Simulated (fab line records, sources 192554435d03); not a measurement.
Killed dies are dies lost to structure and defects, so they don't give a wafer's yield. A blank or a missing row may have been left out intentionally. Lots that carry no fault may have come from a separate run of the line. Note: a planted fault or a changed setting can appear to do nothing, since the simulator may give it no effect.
The tool behind it: which one?	flow n5_finfet	28 wafers from 10 lots sampled at 3 of the route's 1938 steps

== WHAT THE GAUGES SHOWED, per wafer ==
N5_BEOL_M4_RC_MEAS_101.
lot	measured	on	DIBL_N (mV/V)	DIBL_P (mV/V)	IOFF_N (nA/um)	IOFF_P (nA/um)	ION_N (uA/um)	ION_P (uA/um)	SS_N (mV/dec)	SS_P (mV/dec)	VT_N (mV)	VT_P (mV)
L506	day 9 10:32	prober-01	38.5 39.2	37.1 37.9	0.18 0.21	0.22 0.24	671 679	458 458	72.7 71.8	73.8 73.9	247 248	-250 -246
L504	day 9 13:01	prober-01	33.9 35.4 35.7	34.2 35.7 36.5	0.12 0.16 0.17	0.17 0.19 0.21	659 677 694	451 457 467	71.3 71.1 70.8	73.7 73.4 73.6	252 250 246	-257 -253 -252
L505	day 9 15:42	prober-02	33.4 30.8 33.7	33.8 32.2 34.7	0.13 0.10 0.14	0.17 0.16 0.19	678 659 679	460 462 465	70.8 70.2 70.8	72.1 72.1 72.4	252 257 249	-251 -254 -253
L510	day 10 19:05	prober-01	35.2 32.3 35.6	34.8 32.9 36.0	0.14 0.11 0.14	0.18 0.16 0.19	665 655 667	455 454 461	71.1 70.3 71.0	72.2 71.8 72.8	253 254 251	-255 -252 -254
L509	day 10 20:53	prober-02	37.0 36.6 34.1	39.5 38.0 35.2	0.18 0.17 0.13	0.26 0.23 0.19	667 674 660	465 460 463	72.0 71.6 71.6	74.1 74.1 72.9	252 248 254	-250 -251 -254
L519	day 13 11:36	prober-02	35.1 35.3 35.8	36.3 35.5 37.0	0.15 0.15 0.16	0.22 0.19 0.23	664 677 677	461 457 463	71.1 70.9 71.8	73.1 73.1 73.0	248 251 250	-250 -252 -248
L520	day 13 15:56	prober-02	34.0 34.9	34.4 34.8	0.13 0.14	0.17 0.18	664 663	454 455	71.3 72.2	72.1 72.4	252 252	-252 -253
L522	day 13 16:46	prober-01	40.9 38.3 38.9	41.1 37.2 38.2	0.26 0.18 0.20	0.30 0.23 0.24	700 689 691	476 466 462	72.6 71.8 71.8	75.2 73.6 74.7	243 249 249	-247 -251 -249
L526	day 15 02:20	prober-02	37.0 37.4 35.2	38.6 39.4 37.4	0.19 0.20 0.17	0.23 0.23 0.21	689 696 681	460 470 468	71.7 72.3 71.6	74.1 73.4 73.8	247 247 250	-250 -251 -251
L527	day 15 05:06	prober-01	36.0 37.5 36.2	35.5 37.4 36.2	0.14 0.18 0.16	0.20 0.24 0.21	676 682 678	466 473 466	70.8 71.7 71.3	73.0 73.2 73.0	251 249 250	-249 -247 -248

N5_BEOL_M12_CD_MEAS_17 targets a cd of 140 nm.
lot	measured	on	cd_nm (nm)
L506	day 12 02:48	cd_sem-01	138.7 140.9
L504	day 12 07:59	cd_sem-01	141.5 140.5 140.6
L505	day 12 11:02	cd_sem-02	138.8 141.9 144.2
L510	day 13 13:10	cd_sem-02	132.9 139.4 138.7
L509	day 13 13:19	cd_sem-02	144.5 143.5 142.9
L519	day 16 13:22	cd_sem-02	136.7 141.3 141.6
L520	day 16 13:45	cd_sem-01	142.0 141.8
L522	day 16 14:33	cd_sem-03	141.0 140.2 139.8
L526	day 18 01:37	cd_sem-03	141.6 141.0 141.8
L527	day 17 20:59	cd_sem-01	142.0 141.1 142.4

N5_BEOL_M12_CD_MEAS_28 targets a cd of 160.2 nm.
lot	measured	on	cd_nm (nm)
L506	day 12 03:08	cd_sem-02	160.3 158.4
L504	day 12 08:18	cd_sem-01	159.0 160.8 157.8
L505	day 12 11:29	cd_sem-02	160.1 159.0 161.0
L510	day 13 13:30	cd_sem-03	161.9 159.3 160.1
L509	day 13 13:46	cd_sem-03	160.7 161.8 160.8
L519	day 16 13:41	cd_sem-03	160.4 159.4 160.4
L520	day 16 14:05	cd_sem-02	159.6 161.0
L522	day 16 15:00	cd_sem-01	158.2 160.0 159.7
L526	day 18 01:56	cd_sem-01	160.0 158.0 158.5
L527	day 17 21:26	cd_sem-02	160.8 160.6 162.5

== EACH LOT AND THE TOOL THAT RAN IT (in order: tool; ch and the chambers of the sampled wafers; start) ==
Record: no process step prior to these readings.

== WHAT THE TOOLS THEMSELVES READ (means of the sampled wafers that have a number; where no wafer has one, the mark that the record gives instead) ==
The record holds no such reading with a usual standard deviation.

== THE ANSWER, worked out from the rows above alone ==
Rule: what is usual is taken from the lots themselves. Put in order of their means at a reading, lots are off if they are a third of the lots or fewer, leave a main group of 4 or more, and stand apart from it by a gap of 3 or more times the standard deviation of the main group's means; of several such gaps the widest counts. A main group whose means are all the same, to the digits that the tables above print for the reading, isn't used. Also off: a lot with no number at a reading for which 4 or more lots have one. Where the step has rows for the other lots, those lots are counted as sound. Order of review: gauges by route order, followed by the tools' own readings, for which a lot's mean as printed above is used. At the first step where some lot is off, the reading lying furthest off is the one used; lots without a number count as furthest.
None of the lots is off at any reading shown; this tells nothing.

== WHAT THE SIMULATOR HAD INSERTED ==
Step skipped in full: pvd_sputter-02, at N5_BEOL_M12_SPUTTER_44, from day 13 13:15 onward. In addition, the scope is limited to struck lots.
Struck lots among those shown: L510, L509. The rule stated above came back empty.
